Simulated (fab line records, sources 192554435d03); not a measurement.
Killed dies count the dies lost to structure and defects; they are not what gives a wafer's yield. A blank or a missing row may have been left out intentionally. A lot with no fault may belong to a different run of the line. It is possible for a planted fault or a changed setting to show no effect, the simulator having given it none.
Struck lot and sound lot, side by side | flow n5Finfet | 15 out of 1938 route steps
Sound: the wafers L568.1, L568.2, L568.5. Struck: wafer L580.5. (L580.3, L580.6 of the same lot were not struck and are left out.) The cause comes at the end.
For every step that has rows: the tool of each side, followed by ch and its chambers, followed by its first start. Under that, the readings that differ: sound wafers | struck wafers | difference of the means | sigmas: that difference in standard deviations of wafers without a fault.
alike: readings with means less than 2 such deviations apart, plus words and numbers identical on both sides. not compared: withheld readings, readings lacking a value on some wafer, bounds such as >300 that could conceal the same value, and numbers that have no deviation in the record and whose values overlap.
The two part at a step that has a row with sigmas, a row that says differs or no value, or rows on one side only. Non-overlapping numbers with no deviation appear without sigmas and do not part them. A reading that every wafer of one side lacks parts them only if that side has two wafers or more.

first, 7 steps without rows for these wafers: N5_SDB_COAT_04 (time 60 s, resist thk 18 nm); N5_SDB_COAT_05 (resist thk 90 nm); N5_SDB_EBR_07; N5_SDB_SOFTBAKE_06 (time 60 s); N5_SDB_EXPOSE_08 (exposes mask SDB); N5_SDB_PEB_09 (peb time 60 s); N5_SDB_DEVELOP_10 (develop time 30 s).
N5_SDB_CD_MEAS_11 targets a cd of 50 nm.
  sound on cdSem-02 ch 0, day 5 00:44; struck on cdSem-03 ch 0, day 7 21:14
  alike: cdNm
N5_SDB_OVL_MEAS_12:
  sound on overlay-02 ch 0, day 5 00:46; struck on overlay-02 ch 0, day 7 21:16
  alike: SDB_OVL
N5_SDB_INSPECT_13: inspects for defects (brightfield).
  sound: defectInspect-02 at day 5 00:47; struck: defectInspect-02 at day 7 21:17
  alike: rawDefectCount
N5_SDB_DESCUM_16: chemistry O2, time 7.9 s.
  sound on rieDiel-02 ch 0,1,3, day 5 00:49; struck on rieDiel-06 ch 3, day 7 21:20
reading                      | sound             | struck | difference | sigmas
rfVppV (V)                   | 244.7 242.3 244.8 | 241.1  | -2.8       | -2
showerheadPlenumPTorr (Torr) | 2.19 2.06 2.18    | 1.98   | -0.16      | -2
  alike: drypumpMotorCurrentA, oesProductAu, rfFwdPowerW, throttleValvePct
  not compared: rfHoursCounterH
N5_SDB_ETCH_17: etches SiARC in CF4, target depth 23.4 nm, time 39 s.
  sound on rieDiel-02 ch 0,1,3, day 5 00:52; struck on rieDiel-06 ch 3, day 7 21:22
reading                      | sound          | struck | difference | sigmas
showerheadPlenumPTorr (Torr) | 2.22 2.11 2.22 | 2.03   | -0.15      | -2
  alike: drypumpMotorCurrentA, etchRfOnTimeS, oesProductAu, rfFwdPowerW, rfVppV, throttleValvePct
  not compared: rfHoursCounterH
N5_SDB_ETCH_18: etches SOC in N2/H2, target depth 100 nm, overetch 20 nm, time 150 s.
  sound on rieDiel-02 ch 0,1,3, day 5 00:53; struck on rieDiel-06 ch 3, day 7 21:25
reading                               | sound             | struck | difference | sigmas
rfFwdPowerW (W)                       | 834.5 837.5 838.3 | 1039.7 | +202.9     | +75
rfVppV (V)                            | 526.8 523.6 526.4 | 484.2  | -41.4      | -17
showerheadPlenumPTorr (Torr)          | 2.64 2.51 2.65    | 2.41   | -0.19      | -2
model.SiARC_of_SDB_COAT_04.thkNm (nm) | 12.6 12.8 12.6    | 12.2   | -0.5       | 
  alike: drypumpMotorCurrentA, oesProductAu, throttleValvePct
  not compared: rfHoursCounterH
then, 1 step without rows for these wafers: N5_SDB_STRIP_19 (strips in N2/H2).
-- the record jumps here: 5 days lie between the struck wafers' starts before and after (it left off in module SDB and takes up again in module BEOL_M4, whose first step shown is number 1111 of the route) --
N5_BEOL_M4_RC_MEAS_101:
  sound on prober-01 ch 0, day 9 01:26; struck on prober-02 ch 0, day 13 00:07
  alike: DIBL_N, DIBL_P, IOFF_N, IOFF_P, ION_N, ION_P, SS_N, SS_P, VT_N, VT_P

WHERE THEY PART
First at N5_SDB_DESCUM_16; last, within this record, at N5_SDB_ETCH_18. Later steps at which nothing parts them and some readings are alike: N5_BEOL_M4_RC_MEAS_101.

WHY: what the simulator had put in
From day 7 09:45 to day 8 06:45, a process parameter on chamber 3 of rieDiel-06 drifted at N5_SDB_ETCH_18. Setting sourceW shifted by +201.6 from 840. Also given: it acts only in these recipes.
